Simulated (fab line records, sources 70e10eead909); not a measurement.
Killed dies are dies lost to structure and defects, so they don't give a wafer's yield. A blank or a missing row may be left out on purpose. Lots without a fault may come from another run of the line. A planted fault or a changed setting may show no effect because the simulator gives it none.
fab line records | flow nand_harc | part 2 of 2: steps 25 to 35 of 35
record lots=5 wafers=15 last_day=33
route steps=1302 shown P_M2@350 P_BONDPAD@351
lots that met no fault: from a run of the same line without faults
start_h: hours from the record's first day to the start of the lot's first wafer shown | wait_h: hours since the lot's step before | " the same as in the row above | L1.1+2: a row that stands for several wafers | - no value, or no start given | * or withheld: withheld | < > ~ a bound
route shown NAME@n: a module of which the file shows steps, and the number in the route of the first | usual: mean/standard deviation of fault-free wafers | same: alike in all rows | chamber/n: place in a boat | sites: the reading at each site | _std_site: their standard deviation | _edge_site: outer sites' mean less inner sites' | radius_mm: how far each site lies from the wafer's centre | mask NAME#n: copy n | behind: the tool/chamber that last shaped the wafer | hold: why the lot was held/for how many hours/how that ended | device: the transistor (n, p or np) that didn't switch | end of line: the same wafers' tests at the end of the route | a step without rows: its recipe alone | killed: dies lost to structure and defects at the first sort, not the wafer's yield | map: a wafer's dies, x killed, . not, _ none there
set.NAME: the setting as run; set.NAME@STEP: as run at that earlier step | model.NAME: the simulator's own value behind a step, which no gauge read
lots at some steps of the route; a table a step, a row a wafer
services: from which hour (start_h, from the record's first day; less than 0 if before it) a tool's chamber was out of use, for how many hours, and why
## steps
# step NHARC_P_BONDPAD_DEGAS_25
# recipe temp_c=300 time_s=60
# usual heater_power_w=475/50
# columns lot.wafer tool chamber start_h wait_h heater_power_w
L075.2 pvd_sputter-03 - 147.37 - 448
L075.4 " - " " 461
L075.5 " - " " 383
L081.1 pvd_sputter-02 - 208.74 - 450
L081.2 " - " " 540
L081.5 " - " " 444
L090.1 pvd_sputter-02 - 302.31 - 467
L090.4 " - " " 541
L090.6 " - " " 448
L095.2 pvd_sputter-02 - 343.16 - 560
L095.1 " - " " 550
L095.5 " - " " 547
L096.4 pvd_sputter-01 - 362.05 - 455
L096.2 " - " " 548
L096.5 " - " " 535
# step NHARC_P_BONDPAD_PRE_CLEAN_26
# recipe time_s=30 temp_c=280 gas=H2/He
# usual heater_power_w=419/42
# columns lot.wafer tool chamber start_h wait_h heater_power_w
L075.2 pvd_sputter-03 - - - 387
L075.4 " - " " 337
L075.5 " - " " 409
L081.2 pvd_sputter-02 - - - 418
L081.1 " - " " 489
L081.5 " - " " 423
L090.1 pvd_sputter-02 - - - 496
L090.4 " - " " 404
L090.6 " - " " 472
L095.2 pvd_sputter-02 - - - 478
L095.1 " - " " 404
L095.5 " - " " 476
L096.4 pvd_sputter-01 - - - 387
L096.2 " - " " 477
L096.5 " - " " 384
# step NHARC_P_BONDPAD_PVD_17
# recipe target_thk_a=50 bias_v=168.6 power_w=15000 chamber_pressure_pa=0.12 time_s=8.06 substrate_temp_c=50 material=TaN
# usual bias_v=168.4/1.7 throttle_valve_pct=30.3/0.92
# columns lot.wafer tool chamber start_h wait_h bias_v throttle_valve_pct
L075.4 pvd_sputter-03 - - - 171.5 30.1
L075.2 " - " " 173.0 30.5
L075.5 " - " " 171.1 29.9
L081.2 pvd_sputter-02 - - - 170.5 31.5
L081.1 " - " " 169.2 30.0
L081.5 " - " " 171.3 31.8
L090.1 pvd_sputter-02 - - - 168.2 29.8
L090.4 " - " " 168.7 29.3
L090.6 " - " " 167.6 29.6
L095.1 pvd_sputter-02 - - - 167.9 29.5
L095.2 " - " " 166.4 30.9
L095.5 " - " " 169.7 31.5
L096.2 pvd_sputter-01 - - - 166.6 29.8
L096.4 " - " " 167.3 29.8
L096.5 " - " " 170.0 29.8
# step NHARC_P_BONDPAD_PVD_27
# recipe target_thk_a=300 chamber_pressure_pa=5 power_w=5000 substrate_temp_c=30 time_s=20.49 material=Cu
# usual throttle_valve_pct=30.3/0.89
# columns lot.wafer tool chamber start_h wait_h throttle_valve_pct
L075.4 pvd_sputter-03 - - - 31.1
L075.2 " - " " 30.9
L075.5 " - " " 29.7
L081.2 pvd_sputter-02 - - - 30.7
L081.1 " - " " 31.1
L081.5 " - " " 30.9
L090.4 pvd_sputter-02 - - - 30.8
L090.1 " - " " 31.8
L090.6 " - " " 29.4
L095.2 pvd_sputter-02 - - - 29.5
L095.1 " - " " 30.6
L095.5 " - " " 29.9
L096.4 pvd_sputter-01 - - - 29.9
L096.2 " - " " 30.8
L096.5 " - " " 29.7
# step NHARC_P_BONDPAD_ECD_18
# recipe target_thk_a=4000 bath_temp_c=25 material=Cu
# columns lot.wafer tool chamber start_h wait_h
L075.2+4+5 ecd_cu-02 0 147.74 -
L081.1+2+5 ecd_cu-01 0,1,1 209.10 -
L090.1+4+6 ecd_cu-01 0,1,1 302.71 -
L095.2+1+5 ecd_cu-02 0,1,1 343.77 -
L096.2+4+5 ecd_cu-02 1,0,1 362.46 -
# step NHARC_P_BONDPAD_ANNEAL_28
# recipe temp_c=225 time_s=90
# usual wafer_temp_C_max=226.2/0.5
# columns lot.wafer tool chamber start_h wait_h wafer_temp_C_max
L075.2 rtp_anneal-02 0 148.17 0.4 226.6
L075.4 " 0 " " 226.5
L075.5 " 0 " " 226.3
L081.1 rtp_anneal-02 0 209.47 0.3 226.6
L081.2 " 0 " " 226.5
L081.5 " 0 " " 226.5
L090.1 rtp_anneal-02 0 303.04 - 226.6
L090.4 " 0 " " 226.6
L090.6 " 0 " " 226.6
L095.1 rtp_anneal-01 0 344.15 0.3 226.0
L095.2 " 0 " " 225.7
L095.5 " 0 " " 225.8
L096.2 rtp_anneal-02 0 362.84 0.3 226.8
L096.4 " 0 " " 226.3
L096.5 " 0 " " 226.5
# step NHARC_P_BONDPAD_CMP_19
# recipe t_overpolish_s=30 cu_recess_touch_s=16 target_thk_nm=160.81
# usual motor_current_A=12.0/0.9 overpolish_run_s=30.000/0.0095
# same cu_recess_touch_s=16 t_overpolish_s=30
# columns lot.wafer tool chamber start_h wait_h motor_current_A overpolish_run_s
L075.2 cmp-04 2 148.52 - 11.3 30.006
L075.4 " 3 " " 11.5 29.991
L075.5 " 1 " " 12.9 29.986
L081.1 cmp-02 1 209.85 - 13.2 29.993
L081.2 " 2 " " 10.4 29.990
L081.5 " 0 " " 11.2 30.001
L090.1 cmp-02 2 303.38 - 10.9 29.995
L090.4 " 3 " " 11.2 30.001
L090.6 " 2 " " 11.7 29.994
L095.1 cmp-02 3 344.50 - 11.6 30.001
L095.2 " 0 " " 11.1 30.000
L095.5 " 0 " " 11.2 30.000
L096.2 cmp-01 1 363.16 - 11.4 30.008
L096.4 " 2 " " 12.0 30.012
L096.5 " 1 " " 11.1 30.004
# step NHARC_P_BONDPAD_THK_MEAS_20
# recipe thk_meas_gauge=xrf
# usual thk_nm=160.9/1.5
# columns lot.wafer tool chamber start_h wait_h thk_nm
L075.2 film_metro-02 - 148.78 - 158.3
L075.4 " - " " 161.6
L075.5 " - " " 162.7
L081.1 film_metro-01 - 210.14 - 161.5
L081.2 " - " " 162.2
L081.5 " - " " 159.8
L090.1 film_metro-02 - 303.70 - 162.6
L090.4 " - " " 163.3
L090.6 " - " " 163.7
L095.1 film_metro-01 - 344.82 - 160.8
L095.2 " - " " 159.6
L095.5 " - " " 159.5
L096.2 film_metro-02 - 363.46 - 162.3
L096.4 " - " " 160.7
L096.5 " - " " 161.7
# step NHARC_P_BONDPAD_SRD_21
# recipe time_s=30 temp_c=23 dry_time_s=20 spin_rpm=1500
# columns lot.wafer tool chamber start_h wait_h
L075.4+5+2 wet_bench-08 7,1,4 148.82 0.0
L081.5+2+1 wet_bench-08 4,5,1 210.18 0.0
L090.6+4+1 wet_bench-10 3,4,5 303.75 0.0
L095.5+2+1 wet_bench-08 3,4,5 344.87 0.1
L096.2+5+4 wet_bench-08 7,0,2 363.50 0.0
# step NHARC_P_BONDPAD_INSPECT_23
# usual raw_defect_count=295/110
# columns lot.wafer tool chamber start_h wait_h raw_defect_count
L075.2 defect_inspect-02 - 148.98 0.0 166
L075.4 " - " " 176
L075.5 " - " " 193
L081.1 defect_inspect-01 - 210.36 0.0 373
L081.2 " - " " 252
L081.5 " - " " 410
L090.1 defect_inspect-01 - 303.93 0.0 631
L090.4 " - " " 564
L090.6 " - " " 417
L095.1 defect_inspect-01 - 345.04 0.0 363
L095.2 " - " " 465
L095.5 " - " " 217
L096.2 defect_inspect-01 - 363.68 0.0 365
L096.4 " - " " 354
L096.5 " - " " 302
# step NHARC_P_BONDPAD_ACTIVATE_29
# recipe time_s=60 n2_flow_sccm=200 ar_flow_sccm=0 bias_power_w=0 chemistry=N2
# usual drypump_motor_current_A=5.7/0.61 oes_product_au=1.001/0.0097 rf_vpp_V=63.9/0.91 showerhead_plenum_p_Torr=1.73/0.068
# columns lot.wafer tool chamber start_h wait_h drypump_motor_current_A oes_product_au rf_hours_counter_h rf_vpp_V showerhead_plenum_p_Torr
L075.2 rie_diel-11 0 149.06 0.1 6.4 1.016 3.0 63.7 1.68
L075.4 " 2 " " 6.4 1.002 3.0 64.8 1.68
L075.5 " 3 " " 4.9 1.005 - 64.2 1.66
L081.2 rie_diel-11 0 210.42 0.1 6.3 1.019 6.6 63.7 1.68
L081.1 " 1 " " 6.5 0.995 6.9 64.7 1.85
L081.5 " 0 " " 6.3 1.019 - 64.6 1.68
L090.4 rie_diel-11 2 303.99 0.1 6.4 1.001 2.1 64.1 1.68
L090.1 " 3 " " 4.9 0.987 2.1 64.2 1.66
L090.6 " 3 " " 4.9 0.988 - 62.2 1.66
L095.2 rie_diel-01 3 345.12 0.1 5.8 1.016 3.1 64.1 1.75
L095.1 " 0 " " 4.9 0.998 3.7 63.8 1.85
L095.5 " 2 " " 5.3 0.998 - 63.9 1.73
L096.4 rie_diel-11 1 363.74 0.1 6.5 1.015 4.6 62.6 1.85
L096.2 " 3 " " 4.9 0.987 5.8 64.1 1.66
L096.5 " 2 " " 6.4 0.998 - 63.9 1.68
## services
# columns tool chamber start_h hours kind
cmp-02 - 127.11 0.5 repair
wet_bench-08 - 130.00 2.2 repair
cmp-02 - 135.10 4.0 pm
rie_diel-12 0 135.20 6.2 repair
wet_bench-10 - 135.20 8.0 pm
cmp-02 - 175.77 1.1 repair
rie_diel-12 0 177.40 1.7 repair
pvd_sputter-02 - 207.87 0.5 repair
rie_diel-11 0 217.46 8.5 repair
litho_track-02 - 227.00 7.0 pm
cmp-02 - 233.10 4.0 pm
rie_diel-12 0 241.68 12.6 repair
rie_diel-11 1 249.45 12.3 repair
litho_track-07 - 251.00 7.0 pm
rie_diel-12 3 254.90 3.3 repair
rie_diel-11 - 255.50 9.0 pm
rie_diel-12 - 268.40 9.0 pm
pvd_sputter-02 - 273.09 8.9 repair
litho_track-03 - 275.00 7.0 pm
pvd_sputter-02 - 282.00 10.0 pm
wet_bench-08 - 294.40 8.0 pm
wet_bench-10 - 311.20 8.0 pm
rie_diel-11 1 321.73 7.7 repair
cmp-02 - 331.10 4.0 pm
